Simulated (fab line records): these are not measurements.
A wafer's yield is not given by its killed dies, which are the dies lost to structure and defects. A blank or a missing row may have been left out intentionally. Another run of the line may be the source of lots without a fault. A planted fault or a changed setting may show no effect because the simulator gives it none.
Matching of chambers ; flow n5 finfet ; N5_HKMG_FIN_DESCUM_53 on rie diel-04 has 4 sister chambers
The step chemistry O2, time 7.9 s. 22 wafers are shown with their chamber, then 11 later ones without.

== WAFERS PAIRED WITH THEIR CHAMBERS ==
wafer;chamber;drypump motor current A (A);throttle valve pct (%);showerhead plenum p Torr (Torr)
L075.1;1;6.1;20.28;2.07
L075.3;3;5.7;20.68;2.07
L075.5;3;5.6;20.66;2.07
L076.1;1;6.1;20.30;2.07
L076.2;3;5.6;20.67;2.07
L076.5;0;5.5;20.35;2.01
L078.3;3;5.6;20.67;2.07
L078.5;0;5.5;20.36;2.01
L078.6;3;5.6;20.69;2.07
L081.1;1;6.1;20.33;2.06
L081.2;0;5.5;20.37;2.00
L081.3;3;5.6;20.72;2.07
L082.1;3;5.7;20.70;2.07
L082.3;0;5.5;20.37;2.00
L082.6;3;5.6;20.70;2.07
L083.2;3;5.7;20.70;2.07
L083.5;3;5.6;20.71;2.07
L083.6;2;5.8;20.52;2.05
L084.3;1;6.1;20.32;2.06
L084.5;3;5.7;20.72;2.07
L084.6;2;5.8;20.52;2.05
L086.1;0;5.5;20.37;2.00

SIGNATURES (means of the wafers above)
reading;chamber 0;chamber 1;chamber 2;chamber 3;scatter within a chamber
drypump motor current A;5.500;6.100;5.800;5.636;0.0376
throttle valve pct;20.3640;20.3075;20.5200;20.6927;0.0183
showerhead plenum p Torr;2.0040;2.0650;2.0500;2.0700;0.0035
Rule: distance of a wafer from a chamber = root of the sum over the readings of ((wafer's reading minus chamber's mean) / reading's scatter) squared. If the next closest chamber is less than 2 further off than the closest, the wafer can't be placed; otherwise it belongs to the closest. The scatter: take each reading less its chamber's mean, square it, sum over the shown wafers, divide by the number of wafers less the number of chambers, and take the root.

== WAFERS WITH NO CHAMBER GIVEN ==
wafer;drypump motor current A (A);throttle valve pct (%);showerhead plenum p Torr (Torr)
L086.3;5.8;20.50;2.05
L086.4;5.7;20.71;2.06
L088.2;6.1;20.34;2.06
L088.5;5.8;20.52;2.05
L088.6;6.1;20.35;2.06
L090.1;6.1;20.34;2.06
L090.2;5.8;20.52;2.05
L090.3;5.7;20.73;2.06
L097.2;5.7;20.76;2.06
L097.3;5.8;20.54;2.04
L097.6;5.7;20.76;2.06

== CHAMBER TAKEN BY EACH ==
wafer;from the rows above;in truth
L086.3;2;2
L086.4;3;3
L088.2;1;1
L088.5;2;2
L088.6;1;1
L090.1;1;1
L090.2;2;2
L090.3;3;3
L097.2;3;3
L097.3;2;2
L097.6;3;3
Placed correctly: 11 of 11. From these rows, 0 cannot be placed. Wrongly placed: 0.
